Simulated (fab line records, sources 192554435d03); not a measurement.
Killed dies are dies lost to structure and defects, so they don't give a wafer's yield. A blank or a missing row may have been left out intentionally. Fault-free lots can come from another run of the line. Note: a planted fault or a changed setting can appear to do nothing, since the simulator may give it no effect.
fab line records    flow n5-finfet    part 2 of 2: steps 22 to 30 of 30
[record] lots = 5  wafers = 15  last-day = 18
route steps=1938 shown BEOL_M5@1138
lots untouched by any fault: they come from a run of this same line in which no faults occurred
start-h: the number of hours between the record's first day and the start of the first shown wafer of the lot    wait-h: hours since the lot's step before    " as in the row above    L1.1+2: a row that stands for several wafers    - value missing, or start not given    * or withheld: withheld    < > ~ a bound
route shown NAME@n: a module of which the file shows steps, and the number in the route of the first    usual: mean and standard deviation over wafers with no fault    same: alike in all rows    chamber/n: place in a boat    sites: each site's reading    _std_site: the standard deviation of these    _edge_site: mean of outer sites minus mean of inner sites    radius-mm: how far each site lies from the wafer's centre    mask NAME#n: copy n    behind: the most recent tool/chamber to have shaped the wafer    hold: what put the lot on hold/how long, in hours/how the hold closed    device: transistor that didn't switch, given as n, p or np    end of line: tests of these same wafers at the route's end    where a step has no rows: the recipe by itself    killed: count of dies lost to structure and defects at first sort (not the wafer's yield)    map: per-die view of a wafer (x killed, . not killed, _ where there is no die)
set.NAME: the setting as run; set.NAME@STEP: as run at that earlier step    model.NAME: the simulator's own value behind a step, which no gauge read
a table for each step, a row for each wafer; lots at some steps of the route
services: from which hour (start-h, from the record's first day; less than 0 if before it) a tool's chamber was out of use, for how many hours, and why
[[steps]]
[step N5_BEOL_M5_STRIP_36]
[recipe] chemistry = N2/H2  power-w = 450  temp-c = 40  pressure-mtorr = 20  rf-frequency-hz = 6e+07  overash-fraction = 0.3  bias-power-w = 7  h2-frac = 0.5  n2-flow-sccm = 200  h2-flow-sccm = 200
[usual] drypump-motor-current-A = 5.8/0.37  oes-product-au = 0.78/0.091  rf-vpp-V = 59.3/1.4  showerhead-plenum-p-Torr = 2.53/0.076  throttle-valve-pct = 23.6/0.32
lot.wafer  tool         chamber  start-h  wait-h  drypump-motor-current-A  oes-product-au  rf-hours-counter-h  rf-vpp-V  showerhead-plenum-p-Torr  throttle-valve-pct
L076.3     rie-diel-06  2        205.18   0.0     5.5                      0.80            85                  60.8      2.46                      23.5
L076.4     "            0        "        "       5.4                      0.70            197                 55.8      2.51                      23.9
L076.6     "            3        "        "       6.0                      0.69            -                   57.7      2.42                      23.9
L082.2     rie-diel-03  1        233.27   0.0     5.7                      0.68            216                 59.8      2.63                      23.9
L082.3     "            3        "        "       6.3                      0.91            15                  58.9      2.59                      23.1
L082.4     "            2        "        "       5.7                      0.82            -                   61.1      2.46                      23.3
L087.2     rie-diel-04  2        268.86   0.0     6.4                      0.98            6                   58.8      2.61                      23.7
L087.3     "            0        "        "       6.1                      0.82            93                  61.1      2.58                      23.3
L087.6     "            3        "        "       5.3                      0.73            -                   57.9      2.62                      24.0
L092.1     rie-diel-03  1        287.11   0.0     5.7                      0.67            231                 60.5      2.62                      23.9
L092.2     "            2        "        "       5.7                      0.78            104                 58.7      2.45                      23.4
L092.3     "            3        "        "       6.4                      0.88            30                  59.4      2.59                      23.1
L095.2     rie-diel-03  3        315.54   0.0     6.3                      0.88            40                  61.6      2.58                      23.2
L095.3     "            0        "        "       6.2                      0.93            20                  60.6      2.60                      23.7
L095.6     "            0        "        "       6.2                      0.94            -                   58.7      2.60                      23.8
[step N5_BEOL_M5_TRENCH_ETCH_37]
[recipe] chemistry = C4F6/O2  target-depth-a = 716.52  target = SiCOH_lowk  time-s = 24.7  ion-energy-ev = 250  pressure-mtorr = 30  source-w = 345  bias-w = 185  Ar_flow_sccm = 300  C4F6_flow_sccm = 10  O2_flow_sccm = 10
[usual] O2_flow_sccm = 9.997/0.03  drypump-motor-current-A = 5.8/0.37  oes-product-au = 0.78/0.092  rf-vpp-V = 663/9.2  showerhead-plenum-p-Torr = 2.84/0.079  throttle-valve-pct = 20.95/0.28
lot.wafer  tool         chamber  start-h  wait-h  O2_flow_sccm  drypump-motor-current-A  oes-product-au  rf-hours-counter-h  rf-vpp-V  showerhead-plenum-p-Torr  throttle-valve-pct
L076.3     rie-diel-06  2        -        -       9.980         5.5                      0.81            85                  659       2.76                      20.83
L076.4     "            0        "        "       9.982         5.4                      0.70            197                 673       2.82                      21.35
L076.6     "            3        "        "       10.027        6.0                      0.69            -                   648       2.70                      21.18
L082.2     rie-diel-03  1        -        -       9.999         5.7                      0.67            217                 658       2.93                      21.04
L082.3     "            3        "        "       9.968         6.3                      0.90            15                  670       2.90                      20.44
L082.4     "            2        "        "       10.000        5.7                      0.82            -                   663       2.79                      20.91
L087.2     rie-diel-04  2        -        -       10.054        6.4                      0.97            6                   672       2.90                      20.84
L087.3     "            0        "        "       9.990         6.1                      0.81            93                  682       2.86                      20.44
L087.6     "            3        "        "       10.028        5.3                      0.72            -                   663       2.93                      21.27
L092.1     rie-diel-03  1        -        -       9.957         5.7                      0.67            231                 659       2.92                      21.05
L092.2     "            2        "        "       9.993         5.7                      0.81            104                 665       2.79                      20.93
L092.3     "            3        "        "       10.004        6.3                      0.87            30                  669       2.89                      20.46
L095.2     rie-diel-03  3        -        -       9.999         6.3                      0.87            40                  668       2.89                      20.49
L095.3     "            0        "        "       10.004        6.2                      0.93            20                  674       2.90                      20.93
L095.6     "            0        "        "       9.978         6.2                      0.93            -                   674       2.90                      20.93
[step N5_BEOL_M5_ETCH_41]
[recipe] chemistry = CH3F/O2  target = SiCN  target-depth-a = 315  taper-deg = 2  time-s = 56.7  ion-energy-ev = 120  mask-material = TiN  pressure-mtorr = 30  source-w = 395  bias-w = 75  Ar_flow_sccm = 150  CH3F_flow_sccm = 30  O2_flow_sccm = 20
[usual] O2_flow_sccm = 20.01/0.067  drypump-motor-current-A = 5.8/0.37  oes-product-au = 0.78/0.092  rf-vpp-V = 297.3/1.4  showerhead-plenum-p-Torr = 2.00/0.058  throttle-valve-pct = 16.35/0.29
lot.wafer  tool         chamber  start-h  wait-h  O2_flow_sccm  drypump-motor-current-A  oes-product-au  rf-hours-counter-h  rf-vpp-V  showerhead-plenum-p-Torr  throttle-valve-pct
L076.3     rie-diel-06  2        -        -       20.09         5.4                      0.82            85                  297.7     1.94                      16.25
L076.4     "            0        "        "       20.01         5.4                      0.70            197                 296.1     1.98                      16.76
L076.6     "            3        "        "       20.13         6.0                      0.70            -                   295.4     1.90                      16.63
L082.2     rie-diel-03  1        -        -       19.89         5.7                      0.67            217                 298.8     2.06                      16.51
L082.3     "            3        "        "       20.12         6.3                      0.90            15                  297.3     2.04                      15.84
L082.4     "            2        "        "       19.94         5.7                      0.82            -                   295.4     1.96                      16.22
L087.2     rie-diel-04  2        -        -       20.03         6.4                      0.97            6                   299.2     2.04                      16.21
L087.3     "            0        "        "       20.00         6.1                      0.82            93                  298.2     2.01                      15.89
L087.6     "            3        "        "       20.01         5.3                      0.73            -                   297.3     2.06                      16.69
L092.1     rie-diel-03  1        -        -       20.06         5.7                      0.67            231                 299.9     2.06                      16.53
L092.2     "            2        "        "       20.06         5.7                      0.80            104                 297.1     1.95                      16.25
L092.3     "            3        "        "       20.05         6.3                      0.88            30                  298.0     2.03                      15.88
L095.2     rie-diel-03  3        -        -       19.91         6.3                      0.85            40                  297.7     2.03                      15.90
L095.3     "            0        "        "       20.03         6.2                      0.92            20                  299.5     2.04                      16.27
L095.6     "            0        "        "       19.95         6.2                      0.92            -                   298.3     2.04                      16.27
[step N5_BEOL_M5_STRIP_91]
[recipe] chemistry = N2/H2  time-s = 10  power-w = 450  temp-c = 40  pressure-mtorr = 20  rf-frequency-hz = 6e+07  bias-power-w = 7  n2-flow-sccm = 200  h2-flow-sccm = 200
[usual] drypump-motor-current-A = 5.8/0.37  oes-product-au = 0.78/0.09  rf-vpp-V = 59.0/0.78  showerhead-plenum-p-Torr = 2.53/0.076  throttle-valve-pct = 23.6/0.32
lot.wafer  tool         chamber  start-h  wait-h  drypump-motor-current-A  oes-product-au  rf-hours-counter-h  rf-vpp-V  showerhead-plenum-p-Torr  throttle-valve-pct
L076.3     rie-diel-06  2        -        -       5.5                      0.80            85                  59.8      2.46                      23.5
L076.4     "            0        "        "       5.4                      0.69            197                 59.3      2.51                      23.9
L076.6     "            3        "        "       6.0                      0.69            -                   57.9      2.42                      23.9
L082.2     rie-diel-03  1        -        -       5.8                      0.69            217                 59.6      2.63                      23.8
L082.3     "            3        "        "       6.3                      0.91            15                  58.6      2.59                      23.1
L082.4     "            2        "        "       5.7                      0.81            -                   58.4      2.46                      23.3
L087.2     rie-diel-04  2        -        -       6.4                      0.97            6                   58.5      2.61                      23.6
L087.3     "            0        "        "       6.1                      0.83            93                  59.4      2.58                      23.4
L087.6     "            3        "        "       5.4                      0.72            -                   58.9      2.62                      23.9
L092.1     rie-diel-03  1        -        -       5.7                      0.68            231                 60.0      2.62                      23.9
L092.2     "            2        "        "       5.7                      0.79            104                 58.7      2.45                      23.4
L092.3     "            3        "        "       6.4                      0.89            30                  59.9      2.59                      23.1
L095.2     rie-diel-03  3        -        -       6.3                      0.87            40                  58.5      2.58                      23.1
L095.3     "            0        "        "       6.2                      0.93            20                  60.0      2.60                      23.8
L095.6     "            0        "        "       6.2                      0.93            -                   59.6      2.60                      23.7
[step N5_BEOL_M5_OCD_MEAS_38]
[usual] trench-depth-nm = 70.7/1.9
lot.wafer  tool    chamber  start-h  wait-h  trench-depth-nm
L076.3     ocd-01  -        205.38   -       73.3
L076.4     "       -        "        "       70.9
L076.6     "       -        "        "       68.7
L082.2     ocd-01  -        233.47   -       68.5
L082.3     "       -        "        "       69.6
L082.4     "       -        "        "       73.1
L087.2     ocd-02  -        269.05   -       73.6
L087.3     "       -        "        "       70.1
L087.6     "       -        "        "       70.9
L092.1     ocd-02  -        287.30   -       68.7
L092.2     "       -        "        "       73.8
L092.3     "       -        "        "       69.3
L095.2     ocd-02  -        315.74   -       71.1
L095.3     "       -        "        "       74.0
L095.6     "       -        "        "       73.4
[step N5_BEOL_M5_HM_STRIP_39]
[recipe] chemistry = peroxide-tin-strip  material = TiN  target-depth-a = 250  temp-c = 50  time-s = 158
lot.wafer   tool          chamber  start-h  wait-h
L076.3+4+6  wet-bench-01  6,4,7    205.41   0.0
L082.2+3+4  wet-bench-03  0,7,4    233.50   0.0
L087.2+3+6  wet-bench-05  4,6,3    269.08   0.0
L092.1+2+3  wet-bench-01  7,2,1    287.33   0.0
L095.2+3+6  wet-bench-05  2,3,4    315.77   0.0
[step N5_BEOL_M5_SRD_40]
[recipe] time-s = 30  temp-c = 23  rinse-liquid = diw  dry = ipa-marangoni
lot.wafer   tool          chamber  start-h  wait-h
L076.3+4+6  wet-bench-01  6,4,7    205.45   0.0
L082.2+3+4  wet-bench-03  0,7,4    233.55   0.0
L087.2+3+6  wet-bench-05  4,6,3    269.13   0.0
L092.1+2+3  wet-bench-01  7,2,1    287.43   0.0
L095.2+3+6  wet-bench-05  2,3,4    315.81   0.0
[step N5_BEOL_M5_PRECLEAN_42]
[recipe] chemistry = residue-remover  time-s = 60  temp-c = 40
lot.wafer   tool          chamber  start-h  wait-h
L076.3+4+6  wet-bench-01  6,4,7    205.47   0.0
L082.2+3+4  wet-bench-03  0,7,4    233.56   0.0
L087.2+3+6  wet-bench-05  4,6,3    269.15   0.0
L092.1+2+3  wet-bench-01  7,2,1    287.46   0.0
L095.2+3+6  wet-bench-05  2,3,4    315.83   0.0
[step N5_BEOL_M5_SRD_43]
[recipe] time-s = 30  temp-c = 23  rinse-liquid = diw  dry = ipa-marangoni
lot.wafer   tool          chamber  start-h  wait-h
L076.3+4+6  wet-bench-01  6,4,7    205.49   0.0
L082.2+3+4  wet-bench-03  0,7,4    233.58   0.0
L087.2+3+6  wet-bench-05  4,6,3    269.16   0.0
L092.1+2+3  wet-bench-01  7,2,1    287.49   0.0
L095.2+3+6  wet-bench-05  2,3,4    315.85   0.0
[[services]]
tool            chamber  start-h  hours  kind
wet-bench-05    -        189.46   7.8    repair
euv-scanner-01  -        192.09   5.8    pm
euv-scanner-02  -        206.50   4.6    pm
rie-diel-06     0        211.47   8.5    repair
euv-scanner-01  -        216.23   10.8   repair
rie-diel-03     0        224.48   -      clean
rie-diel-03     0        224.48   -      consumable-replace:focus-ring
rie-diel-03     0        224.48   20.7   scheduled-down
rie-diel-03     0        224.48   20.7   vent-cycle
rie-diel-04     2        234.06   -      clean
rie-diel-04     2        234.06   -      consumable-replace:focus-ring
rie-diel-04     2        234.06   14.5   scheduled-down
rie-diel-04     2        234.06   14.5   vent-cycle
euv-scanner-01  -        234.26   1.0    pm
euv-scanner-01  -        250.23   1.5    repair
euv-scanner-02  -        263.33   1.0    pm
euv-scanner-01  -        265.31   8.6    repair
rie-diel-03     -        272.06   0.8    repair
euv-scanner-01  -        290.41   1.0    pm
